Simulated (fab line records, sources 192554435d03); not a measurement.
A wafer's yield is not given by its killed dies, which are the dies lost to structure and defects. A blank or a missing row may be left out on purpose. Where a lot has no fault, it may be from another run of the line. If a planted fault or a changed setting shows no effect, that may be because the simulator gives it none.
fab line records	flow n5_finfet	part 1 of 2: steps 1 to 16 of 25
record: lots: 5	wafers: 15	last_day: 15
route steps=1938 shown FIN_CUT@165 STI_FIN_REVEAL@183
lots untouched by any fault: they come from a run of this same line in which no faults occurred
start_h: hours from the record's first day to the start of the lot's first wafer shown	wait_h: hours since the lot's step before	" unchanged from the row above	L1.1+2: a single row standing in for several wafers	- no value, or no start given	* or withheld: withheld	< > ~ a bound
route shown NAME@n: a module of which the file shows steps, and the number in the route of the first	usual: mean and standard deviation over wafers with no fault	same: alike in all rows	chamber/n: place in a boat	sites: per-site readings	_std_site: how widely they spread, as a standard deviation	_edge_site: the outer-site mean with the inner-site mean subtracted	radius_mm: for every site, how far away it sits from the centre of the wafer	mask NAME#n: copy n	behind: the last tool/chamber to shape the wafer	hold: why the lot went on hold/how many hours it stayed there/how the hold came to an end	device: whichever transistor did not switch (one of n, p or np)	end of line: tests of these same wafers at the route's end	step lacking rows: just its recipe	killed: dies that structure and defects cost at the first sort, which is not the same as the wafer's yield	map: shows each die of a wafer: x if killed, . if not, _ if none is there
set.NAME: setting as actually run; set.NAME@STEP: the setting as run at that earlier step	model.NAME: the simulator's own value behind a step, which no gauge read
certain route steps with their lots: each step a table, each wafer a row
services: the hour from which a tool's chamber was out of use, counted from the record's first day as start_h (under 0 if before that day), plus the number of hours and why
== steps ==
step: N5_FIN_CUT_INSPECT_10
recipe: mode: adi	inspect_instrument: brightfield
usual: raw_defect_count: 38/9.3
lot.wafer	tool	chamber	start_h	wait_h	raw_defect_count
L075.1	defect_inspect-01	-	34.23	0.1	18
L075.4	"	-	"	"	35
L075.6	"	-	"	"	32
L078.1	defect_inspect-02	-	50.51	0.1	35
L078.2	"	-	"	"	23
L078.6	"	-	"	"	32
L086.1	defect_inspect-01	-	100.98	0.1	33
L086.2	"	-	"	"	63
L086.3	"	-	"	"	67
L088.2	defect_inspect-01	-	114.69	0.0	34
L088.3	"	-	"	"	32
L088.5	"	-	"	"	31
L091.2	defect_inspect-01	-	131.26	0.0	33
L091.4	"	-	"	"	28
L091.5	"	-	"	"	31
step: N5_FIN_CUT_DESCUM_13
recipe: chemistry: O2	time_s: 7	source_power_w: 50	bias_power_w: 20	pressure_mtorr: 20	rf_frequency_hz: 2.712e+07	temp_c: 40	resist: CAR-EUV	o2_flow_sccm: 225
usual: drypump_motor_current_A: 5.9/0.44	oes_product_au: 0.80/0.1	rf_vpp_V: 243.6/1.5	showerhead_plenum_p_Torr: 2.12/0.073	throttle_valve_pct: 20.40/0.23
lot.wafer	tool	chamber	start_h	wait_h	drypump_motor_current_A	oes_product_au	rf_hours_counter_h	rf_vpp_V	showerhead_plenum_p_Torr	throttle_valve_pct
L075.1	rie_diel-02	1	34.26	0.0	6.2	0.79	111	244.2	2.19	20.03
L075.4	"	3	"	"	5.6	0.69	226	240.9	1.99	20.58
L075.6	"	0	"	"	6.0	0.91	-	245.5	2.23	20.05
L078.1	rie_diel-06	3	50.54	0.0	5.8	0.89	39	243.7	2.23	20.11
L078.2	"	0	"	"	5.9	0.70	200	243.5	2.08	20.52
L078.6	"	1	"	"	6.1	0.67	-	244.6	2.15	20.38
L086.1	rie_diel-06	2	101.01	0.0	5.2	0.93	15	245.1	2.15	20.35
L086.2	"	3	"	"	5.9	0.86	59	243.9	2.22	20.14
L086.3	"	0	"	"	5.9	0.68	216	243.4	2.07	20.56
L088.2	rie_diel-06	2	114.95	0.3	5.2	0.91	21	245.0	2.14	20.36
L088.3	"	1	"	"	6.2	1.02	0	243.5	2.14	20.08
L088.5	"	1	"	"	6.1	1.00	-	244.1	2.14	20.06
L091.2	rie_diel-06	0	131.30	0.0	6.0	0.68	225	242.4	2.07	20.59
L091.4	"	2	"	"	5.2	0.91	27	243.8	2.14	20.36
L091.5	"	3	"	"	5.9	0.85	-	243.7	2.21	20.15
step: N5_FIN_CUT_ETCH_30
recipe: chemistry: N2/H2	target: underlayer	target_depth_a: 130	mask_material: CAR-EUV	time_s: 10.4	ion_energy_ev: 200	pressure_mtorr: 30	source_w: 840	bias_w: 150	n2_flow_sccm: 200	h2_flow_sccm: 200	ends: cleared
usual: drypump_motor_current_A: 5.9/0.43	etch_rf_on_time_s: 10.46/0.16	oes_product_au: 0.68/0.09	rf_vpp_V: 525.0/2.5	showerhead_plenum_p_Torr: 2.58/0.086	throttle_valve_pct: 17.85/0.27
lot.wafer	tool	chamber	start_h	wait_h	drypump_motor_current_A	etch_rf_on_time_s	oes_product_au	rf_hours_counter_h	rf_vpp_V	showerhead_plenum_p_Torr	throttle_valve_pct
L075.1	rie_diel-02	1	34.29	0.0	6.2	10.30	0.67	111	526.8	2.67	17.45
L075.4	"	3	"	"	5.6	10.53	0.60	226	519.5	2.41	17.98
L075.6	"	0	"	"	6.0	10.18	0.78	-	528.9	2.70	17.41
L078.1	rie_diel-06	3	50.58	0.0	5.9	10.35	0.76	39	526.8	2.70	17.62
L078.2	"	0	"	"	5.9	10.54	0.60	200	523.9	2.52	17.98
L078.6	"	1	"	"	6.1	10.37	0.57	-	524.6	2.60	17.80
L086.1	rie_diel-06	2	101.05	0.0	5.2	10.52	0.79	15	523.2	2.59	17.72
L086.2	"	3	"	"	5.8	10.36	0.74	59	529.2	2.69	17.64
L086.3	"	0	"	"	6.0	10.71	0.58	216	524.1	2.51	17.99
L088.2	rie_diel-06	2	114.98	0.0	5.2	10.53	0.78	21	524.8	2.59	17.72
L088.3	"	1	"	"	6.2	10.13	0.87	0	524.1	2.60	17.42
L088.5	"	1	"	"	6.2	10.09	0.86	-	526.9	2.60	17.44
L091.2	rie_diel-06	0	131.33	0.0	6.0	10.64	0.58	225	522.7	2.51	18.02
L091.4	"	2	"	"	5.2	10.38	0.78	27	525.3	2.59	17.75
L091.5	"	3	"	"	5.8	10.36	0.73	-	527.4	2.69	17.66
step: N5_FIN_CUT_ETCH_20
recipe: chemistry: CF4	target: SiARC	target_depth_a: 260	mask_material: CAR-EUV	time_s: 43.3	ion_energy_ev: 80	pressure_mtorr: 40	source_w: 545	bias_w: 36	Ar_flow_sccm: 100	cf4_flow_sccm: 100	ends: cleared
usual: drypump_motor_current_A: 5.9/0.44	etch_rf_on_time_s: 43.4/0.64	oes_product_au: 0.68/0.089	rf_vpp_V: 184.4/1.2	showerhead_plenum_p_Torr: 2.17/0.069	throttle_valve_pct: 15.59/0.26
lot.wafer	tool	chamber	start_h	wait_h	drypump_motor_current_A	etch_rf_on_time_s	oes_product_au	rf_hours_counter_h	rf_vpp_V	showerhead_plenum_p_Torr	throttle_valve_pct
L075.1	rie_diel-02	1	34.31	0.0	6.2	42.4	0.68	111	185.7	2.24	15.29
L075.4	"	3	"	"	5.6	43.8	0.59	226	182.0	2.04	15.82
L075.6	"	0	"	"	6.1	42.6	0.78	-	185.4	2.27	15.19
L078.1	rie_diel-06	3	50.60	0.0	5.8	42.9	0.76	39	184.4	2.27	15.25
L078.2	"	0	"	"	6.0	44.0	0.60	200	184.8	2.12	15.73
L078.6	"	1	"	"	6.1	43.6	0.57	-	186.2	2.20	15.69
L086.1	rie_diel-06	2	101.07	0.0	5.2	43.7	0.79	15	183.9	2.19	15.41
L086.2	"	3	"	"	5.8	43.2	0.74	59	185.4	2.26	15.27
L086.3	"	0	"	"	6.0	44.1	0.58	216	183.8	2.12	15.75
L088.2	rie_diel-06	2	115.00	0.0	5.2	43.7	0.77	21	185.6	2.18	15.43
L088.3	"	1	"	"	6.1	42.3	0.87	0	184.7	2.20	15.23
L088.5	"	1	"	"	6.1	42.3	0.87	-	184.6	2.20	15.25
L091.2	rie_diel-06	0	131.35	0.0	6.0	43.8	0.58	225	184.3	2.11	15.77
L091.4	"	2	"	"	5.2	43.7	0.77	27	183.8	2.18	15.43
L091.5	"	3	"	"	5.9	43.1	0.73	-	186.4	2.26	15.31
step: N5_FIN_CUT_ETCH_21
recipe: chemistry: N2/H2	target: SOC	target_depth_a: 2190	overetch_a: 438	mask_material: SiARC	temp_c: 40	ion_energy_ev: 100	bias_w: 61	time_s: 523.5	pressure_mtorr: 30	source_w: 850	n2_flow_sccm: 200	h2_flow_sccm: 200
usual: drypump_motor_current_A: 5.9/0.44	oes_product_au: 0.73/0.092	rf_vpp_V: 241.2/1.3	showerhead_plenum_p_Torr: 2.58/0.086	throttle_valve_pct: 17.81/0.27
lot.wafer	tool	chamber	start_h	wait_h	drypump_motor_current_A	oes_product_au	rf_hours_counter_h	rf_vpp_V	showerhead_plenum_p_Torr	throttle_valve_pct
L075.1	rie_diel-02	1	34.35	0.0	6.2	0.72	111	242.0	2.67	17.40
L075.4	"	3	"	"	5.6	0.65	226	240.1	2.41	17.93
L075.6	"	0	"	"	6.0	0.83	-	242.2	2.70	17.35
L078.1	rie_diel-06	3	50.63	0.0	5.8	0.82	39	243.7	2.70	17.57
L078.2	"	0	"	"	6.0	0.65	200	241.6	2.52	17.92
L078.6	"	1	"	"	6.2	0.63	-	241.9	2.60	17.75
L086.1	rie_diel-06	2	101.11	0.0	5.2	0.85	15	242.2	2.59	17.67
L086.2	"	3	"	"	5.9	0.79	59	242.2	2.69	17.59
L086.3	"	0	"	"	6.0	0.64	216	242.3	2.51	17.95
L088.2	rie_diel-06	2	115.04	0.0	5.2	0.84	21	241.7	2.59	17.67
L088.3	"	1	"	"	6.1	0.91	0	241.3	2.60	17.40
L088.5	"	1	"	"	6.2	0.92	-	241.3	2.60	17.37
L091.2	rie_diel-06	0	131.39	0.0	6.0	0.63	225	241.3	2.51	17.98
L091.4	"	2	"	"	5.2	0.83	27	240.3	2.59	17.69
L091.5	"	3	"	"	5.8	0.78	-	242.9	2.69	17.60
step: N5_FIN_CUT_STRIP_23
recipe: chemistry: N2/H2	temp_c: 40	n2_flow_sccm: 200	h2_flow_sccm: 200	rf_frequency_hz: 6e+07
lot.wafer	tool	chamber	start_h	wait_h
L075.1+4+6	rie_diel-02	1,3,0	34.66	0.2
L078.1+2+6	rie_diel-06	3,0,1	50.94	0.2
L086.1+2+3	rie_diel-06	2,3,0	101.41	0.2
L088.2+3+5	rie_diel-06	2,1,1	115.34	0.2
L091.2+4+5	rie_diel-06	0,2,3	131.69	0.2
step: N5_FIN_CUT_STRIP_31
recipe: chemistry: N2/H2	temp_c: 40	n2_flow_sccm: 200	h2_flow_sccm: 200	rf_frequency_hz: 6e+07
lot.wafer	tool	chamber	start_h	wait_h
L075.1+4+6	rie_diel-02	1,3,0	34.67	0.0
L078.1+2+6	rie_diel-06	3,0,1	50.95	0.0
L086.1+2+3	rie_diel-06	2,3,0	101.42	0.0
L088.2+3+5	rie_diel-06	2,1,1	115.35	0.0
L091.2+4+5	rie_diel-06	0,2,3	131.70	0.0
step: N5_FIN_CUT_STRIP_24
recipe: chemistry: CF4	resist: SiARC	power_w: 300	bias_power_w: 75	pressure_mtorr: 50	cf4_flow_sccm: 150	rf_frequency_hz: 6e+07
usual: drypump_motor_current_A: 5.9/0.44	oes_product_au: 0.79/0.098	rf_vpp_V: 271.6/1.5	showerhead_plenum_p_Torr: 1.82/0.058	throttle_valve_pct: 13.55/0.28
lot.wafer	tool	chamber	start_h	wait_h	drypump_motor_current_A	oes_product_au	rf_hours_counter_h	rf_vpp_V	showerhead_plenum_p_Torr	throttle_valve_pct
L075.1	rie_diel-02	1	34.68	0.0	6.2	0.77	112	273.2	1.88	13.29
L075.4	"	3	"	"	5.6	0.69	226	268.6	1.71	13.82
L075.6	"	0	"	"	6.1	0.90	-	272.5	1.90	13.14
L078.1	rie_diel-06	3	50.96	0.0	5.8	0.88	39	273.4	1.90	13.21
L078.2	"	0	"	"	6.0	0.69	200	271.6	1.77	13.70
L078.6	"	1	"	"	6.2	0.67	-	272.3	1.84	13.68
L086.1	rie_diel-06	2	101.43	0.0	5.2	0.92	15	273.1	1.83	13.34
L086.2	"	3	"	"	5.9	0.85	59	272.5	1.90	13.26
L086.3	"	0	"	"	6.0	0.69	217	272.1	1.77	13.74
L088.2	rie_diel-06	2	115.36	0.0	5.2	0.89	21	269.9	1.83	13.34
L088.3	"	1	"	"	6.1	0.98	0	272.4	1.84	13.14
L088.5	"	1	"	"	6.1	0.97	-	272.7	1.84	13.17
L091.2	rie_diel-06	0	131.71	0.0	6.0	0.68	225	270.5	1.77	13.77
L091.4	"	2	"	"	5.3	0.89	27	272.2	1.82	13.37
L091.5	"	3	"	"	5.8	0.84	-	273.6	1.89	13.27
step: N5_FIN_CUT_CUT_ETCH_26
recipe: chemistry: CH3F/O2	target: SiNx	target_depth_a: 390	mask_material: SOC	time_s: 55.7	pressure_mtorr: 30	source_w: 395	bias_w: 73	Ar_flow_sccm: 150	CH3F_flow_sccm: 30	O2_flow_sccm: 20	ion_energy_ev: 120
usual: drypump_motor_current_A: 5.9/0.44	oes_product_au: 0.79/0.1	rf_vpp_V: 298/3.9	showerhead_plenum_p_Torr: 2.03/0.067	throttle_valve_pct: 16.34/0.27
lot.wafer	tool	chamber	start_h	wait_h	drypump_motor_current_A	oes_product_au	rf_hours_counter_h	rf_vpp_V	showerhead_plenum_p_Torr	throttle_valve_pct
L075.1	rie_diel-02	1	34.70	0.0	6.2	0.79	112	302	2.09	15.97
L075.4	"	3	"	"	5.6	0.69	226	296	1.90	16.57
L075.6	"	0	"	"	6.0	0.90	-	301	2.13	15.97
L078.1	rie_diel-06	3	50.98	0.0	5.9	0.90	39	294	2.12	15.98
L078.2	"	0	"	"	6.0	0.70	200	293	1.99	16.51
L078.6	"	1	"	"	6.1	0.67	-	295	2.06	16.44
L086.1	rie_diel-06	2	101.45	0.0	5.2	0.93	15	304	2.05	16.23
L086.2	"	3	"	"	5.8	0.85	59	294	2.11	16.02
L086.3	"	0	"	"	6.0	0.68	217	292	1.98	16.53
L088.2	rie_diel-06	2	115.38	0.0	5.2	0.93	21	303	2.05	16.24
L088.3	"	1	"	"	6.1	0.99	0	295	2.06	16.00
L088.5	"	1	"	"	6.2	0.99	-	294	2.06	15.99
L091.2	rie_diel-06	0	131.73	0.0	6.0	0.68	225	294	1.98	16.54
L091.4	"	2	"	"	5.2	0.90	27	304	2.04	16.23
L091.5	"	3	"	"	5.8	0.84	-	294	2.11	16.03
step: N5_FIN_CUT_CUT_ETCH_27
recipe: chemistry: CHF3/O2	target: SiO2	target_depth_a: 40	mask_material: SOC	overetch_a: 20	time_s: 4.9	pressure_mtorr: 30	source_w: 650	bias_w: 170	Ar_flow_sccm: 200	CHF3_flow_sccm: 50	O2_flow_sccm: 5	ion_energy_ev: 200
usual: CHF3_flow_sccm: 49.99/0.16	drypump_motor_current_A: 5.9/0.44	oes_product_au: 0.63/0.078	rf_vpp_V: 525/7.1	showerhead_plenum_p_Torr: 2.44/0.078	throttle_valve_pct: 18.81/0.26
lot.wafer	tool	chamber	start_h	wait_h	CHF3_flow_sccm	drypump_motor_current_A	oes_product_au	rf_hours_counter_h	rf_vpp_V	showerhead_plenum_p_Torr	throttle_valve_pct
L075.1	rie_diel-02	1	34.74	0.0	49.76	6.2	0.62	112	532	2.52	18.46
L075.4	"	3	"	"	50.02	5.6	0.55	226	519	2.29	18.99
L075.6	"	0	"	"	49.87	6.1	0.71	-	529	2.56	18.43
L078.1	rie_diel-06	3	51.02	0.0	49.84	5.8	0.70	39	517	2.55	18.45
L078.2	"	0	"	"	49.52	5.9	0.56	200	516	2.39	18.95
L078.6	"	1	"	"	50.15	6.2	0.54	-	520	2.48	18.86
L086.1	rie_diel-06	2	101.50	0.0	49.93	5.2	0.74	15	535	2.47	18.72
L086.2	"	3	"	"	49.99	5.9	0.69	59	517	2.54	18.47
L086.3	"	0	"	"	50.07	5.9	0.54	217	517	2.39	18.98
L088.2	rie_diel-06	2	115.43	0.0	50.21	5.2	0.72	21	534	2.46	18.74
L088.3	"	1	"	"	49.90	6.1	0.78	0	519	2.47	18.49
L088.5	"	1	"	"	49.74	6.2	0.77	-	519	2.47	18.50
L091.2	rie_diel-06	0	131.78	0.0	50.07	5.9	0.54	225	515	2.38	19.00
L091.4	"	2	"	"	50.16	5.2	0.71	27	534	2.46	18.73
L091.5	"	3	"	"	49.82	5.8	0.67	-	517	2.54	18.51
step: N5_FIN_CUT_PRECLEAN_35
recipe: time_s: 13.3	temp_c: 45	pressure_torr: 125	p_hf_torr: 3	p_coreactant_torr: 25	chemistry: vHF
usual: drypump_motor_current_A: 5.6/0.38	foreline_p_Torr: 0.1280/0.00043
lot.wafer	tool	chamber	start_h	wait_h	drypump_motor_current_A	foreline_p_Torr
L075.1	vapor_etch-01	0	34.81	0.0	6.2	0.1271
L075.4	"	0	"	"	6.2	0.1279
L075.6	"	1	"	"	5.9	0.1282
L078.1	vapor_etch-02	1	51.09	0.0	5.3	0.1280
L078.2	"	0	"	"	5.3	0.1283
L078.6	"	0	"	"	5.4	0.1278
L086.1	vapor_etch-02	1	101.56	0.0	5.3	0.1280
L086.2	"	0	"	"	5.3	0.1275
L086.3	"	0	"	"	5.4	0.1277
L088.2	vapor_etch-01	1	115.50	0.0	5.9	0.1280
L088.3	"	1	"	"	5.9	0.1277
L088.5	"	1	"	"	5.9	0.1281
L091.2	vapor_etch-01	1	131.86	0.1	5.9	0.1283
L091.4	"	0	"	"	6.3	0.1285
L091.5	"	0	"	"	6.2	0.1292
step: N5_FIN_CUT_CUT_ETCH_15
recipe: chemistry: HBr/Cl2/O2	target: Si	target_depth_a: 1000	bt_time_s: 10	mask_material: SOC	time_s: 42.4	ion_energy_ev: *	bias_w: *	pressure_mtorr: 10	icp_w: 800	HBr_flow_sccm: 150	Cl2_flow_sccm: 80	O2_flow_sccm: 12
usual: drypump_motor_current_A: 5.7/0.38	oes_product_au: 0.989/0.013	throttle_valve_pct: 37.13/0.25
lot.wafer	tool	chamber	start_h	wait_h	drypump_motor_current_A	oes_product_au	rf_hours_counter_h	throttle_valve_pct
L075.1	rie_si-01	2	34.89	0.1	6.3	0.985	200	37.28
L075.4	"	1	"	"	5.2	0.993	125	37.26
L075.6	"	3	"	"	5.9	0.968	-	36.80
L078.1	rie_si-05	2	51.17	0.1	5.9	0.975	68	37.09
L078.2	"	0	"	"	5.7	0.982	13	36.75
L078.6	"	0	"	"	5.7	0.992	-	36.74
L086.1	rie_si-01	1	101.65	0.1	5.1	0.977	126	37.26
L086.2	"	2	"	"	6.3	0.996	0	37.30
L086.3	"	3	"	"	5.9	0.983	197	36.80
L088.2	rie_si-01	2	115.58	0.1	6.3	1.006	0	37.29
L088.3	"	1	"	"	5.2	0.985	126	37.25
L088.5	"	2	"	"	6.3	1.000	-	37.29
L091.2	rie_si-05	3	131.94	0.1	5.8	0.988	22	37.26
L091.4	"	2	"	"	5.9	0.976	69	37.09
L091.5	"	2	"	"	5.9	0.974	-	37.11
step: N5_FIN_CUT_CUT_ETCH_28
recipe: chemistry: HBr/Cl2/O2	target: Si	target_depth_a: 60	mask_material: SOC	time_s: 2.4	ion_energy_ev: *	bias_w: *	pressure_mtorr: 10	icp_w: 800	HBr_flow_sccm: 150	Cl2_flow_sccm: 80	O2_flow_sccm: 12
usual: drypump_motor_current_A: 5.7/0.38	oes_product_au: 0.990/0.013	throttle_valve_pct: 37.13/0.25
lot.wafer	tool	chamber	start_h	wait_h	drypump_motor_current_A	oes_product_au	rf_hours_counter_h	throttle_valve_pct
L075.1	rie_si-01	2	34.94	0.0	6.3	0.981	200	37.28
L075.4	"	1	"	"	5.2	0.976	125	37.26
L075.6	"	3	"	"	5.9	0.976	-	36.80
L078.1	rie_si-05	2	51.23	0.0	5.9	0.973	68	37.08
L078.2	"	0	"	"	5.7	0.983	13	36.75
L078.6	"	0	"	"	5.6	0.995	-	36.75
L086.1	rie_si-01	1	101.70	0.0	5.2	0.982	126	37.25
L086.2	"	2	"	"	6.3	1.006	0	37.30
L086.3	"	3	"	"	5.9	0.972	197	36.81
L088.2	rie_si-01	2	115.63	0.0	6.3	1.005	0	37.30
L088.3	"	1	"	"	5.2	0.991	126	37.26
L088.5	"	2	"	"	6.3	1.008	-	37.30
L091.2	rie_si-05	3	131.99	0.0	5.8	0.984	22	37.26
L091.4	"	2	"	"	5.9	0.980	69	37.08
L091.5	"	2	"	"	5.9	0.977	-	37.08
step: N5_FIN_CUT_STRIP_22
recipe: chemistry: N2/H2	power_w: 500	temp_c: 40	pressure_mtorr: 50	rf_frequency_hz: 6e+07	overash_fraction: 0.3	bias_power_w: 8	h2_frac: 0.5	n2_flow_sccm: 300	h2_flow_sccm: 300
usual: drypump_motor_current_A: 5.9/0.43	oes_product_au: 0.79/0.096	rf_vpp_V: 54.4/2.3	showerhead_plenum_p_Torr: 3.39/0.13	throttle_valve_pct: 19.0/0.38
lot.wafer	tool	chamber	start_h	wait_h	drypump_motor_current_A	oes_product_au	rf_hours_counter_h	rf_vpp_V	showerhead_plenum_p_Torr	throttle_valve_pct
L075.1	rie_diel-06	0	35.04	0.1	6.0	0.71	194	55.3	3.33	19.0
L075.4	"	3	"	"	5.9	0.92	34	52.5	3.56	19.0
L075.6	"	3	"	"	5.8	0.91	-	59.7	3.56	19.0
L078.1	rie_diel-02	1	51.29	0.0	6.3	0.77	116	55.7	3.52	18.3
L078.2	"	3	"	"	5.6	0.70	231	54.7	3.18	19.0
L078.6	"	1	"	"	6.3	0.78	-	60.5	3.52	18.3
L086.1	rie_diel-02	2	101.77	0.0	6.2	0.78	161	53.3	3.22	19.4
L086.2	"	1	"	"	6.2	0.77	126	57.5	3.52	18.3
L086.3	"	0	"	"	6.0	0.89	41	54.2	3.56	18.4
L088.2	rie_diel-03	2	115.70	0.0	5.3	0.78	123	56.9	3.26	19.5
L088.3	"	1	"	"	5.9	0.77	142	52.9	3.51	19.6
L088.5	"	2	"	"	5.3	0.79	-	54.6	3.26	19.4
L091.2	rie_diel-03	0	132.06	0.0	6.7	0.94	4	52.3	3.31	18.9
L091.4	"	3	"	"	5.3	0.68	234	55.4	3.32	19.0
L091.5	"	0	"	"	6.6	0.94	-	51.7	3.31	18.9
step: N5_FIN_CUT_PRECLEAN_36
recipe: chemistry: O3/DIW	time_s: 60	temp_c: 22	o3_ppm: 10
lot.wafer	tool	chamber	start_h	wait_h
L075.1+4+6	wet_bench-05	7,1,2	35.11	-
L078.1+2+6	wet_bench-03	5,0,1	51.36	-
L086.1+2+3	wet_bench-02	5,4,3	101.83	-
L088.2+3+5	wet_bench-03	5,1,3	115.76	-
L091.2+4+5	wet_bench-05	1,3,7	132.12	-
step: N5_FIN_CUT_SRD_32
recipe: dry: ipa_marangoni	time_s: 30	temp_c: 23	rinse_liquid: diw
lot.wafer	tool	chamber	start_h	wait_h
L075.1+4+6	wet_bench-05	7,1,2	35.13	0.0
L078.1+2+6	wet_bench-03	5,0,1	51.38	0.0
L086.1+2+3	wet_bench-02	5,4,3	101.85	0.0
L088.2+3+5	wet_bench-03	5,1,3	115.79	0.0
L091.2+4+5	wet_bench-05	1,3,7	132.15	0.0
